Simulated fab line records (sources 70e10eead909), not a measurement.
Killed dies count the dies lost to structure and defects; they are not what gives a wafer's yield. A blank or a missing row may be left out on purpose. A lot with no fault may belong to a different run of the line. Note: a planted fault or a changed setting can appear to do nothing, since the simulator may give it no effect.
Which tool was responsible? + flow nand-harc + 36 wafers sampled from 12 lots at 1 step of a route of 1302

## WHAT EACH GAUGE READ, for each wafer
NHARC_A_ONON_D2_THK_MEAS_05: measures by ellipsometry.
| lot  | measured     | on            | thk-nm (nm)    |
|------|--------------|---------------|----------------|
| L074 | day 11 20:13 | film-metro-01 | 991 989 989    |
| L076 | day 12 15:25 | film-metro-02 | 1006 1006 1005 |
| L079 | day 13 20:43 | film-metro-02 | 1017 1018 1020 |
| L081 | day 14 15:26 | film-metro-01 | 990 987 989    |
| L083 | day 15 06:37 | film-metro-02 | 995 996 994    |
| L085 | day 16 01:28 | film-metro-01 | 1017 1016 1017 |
| L087 | day 16 13:01 | film-metro-02 | 998 999 998    |
| L088 | day 17 06:52 | film-metro-02 | 1014 1016 1016 |
| L091 | day 18 14:32 | film-metro-01 | 999 997 1000   |
| L092 | day 19 04:01 | film-metro-01 | 991 991 990    |
| L095 | day 20 05:13 | film-metro-02 | 995 994 996    |
| L097 | day 20 17:04 | film-metro-02 | 1012 1013 1013 |

## TOOL THAT RAN EACH LOT (tool first, then ch and the chambers of the sampled wafers, then the start)
The record shows no process step preceding these readings.

## THE ANSWER, worked out from the rows above alone
Rule: the usual values come from the lots themselves. Put in order of their means at a reading, lots are off if they are a third of the lots or fewer, leave a main group of 4 or more, and stand apart from it by a gap of 3 or more times the standard deviation of the main group's means; of several such gaps the widest counts. A main group is skipped when, at the precision printed for the reading in the tables above, its means are all equal. Also off: a lot with no number at a reading for which 4 or more lots have one. Any other lot the step has rows for is counted as sound.
No lot is off on any of the readings shown, so nothing can be concluded from this.

## WHAT THE SIMULATOR HAD PUT IN
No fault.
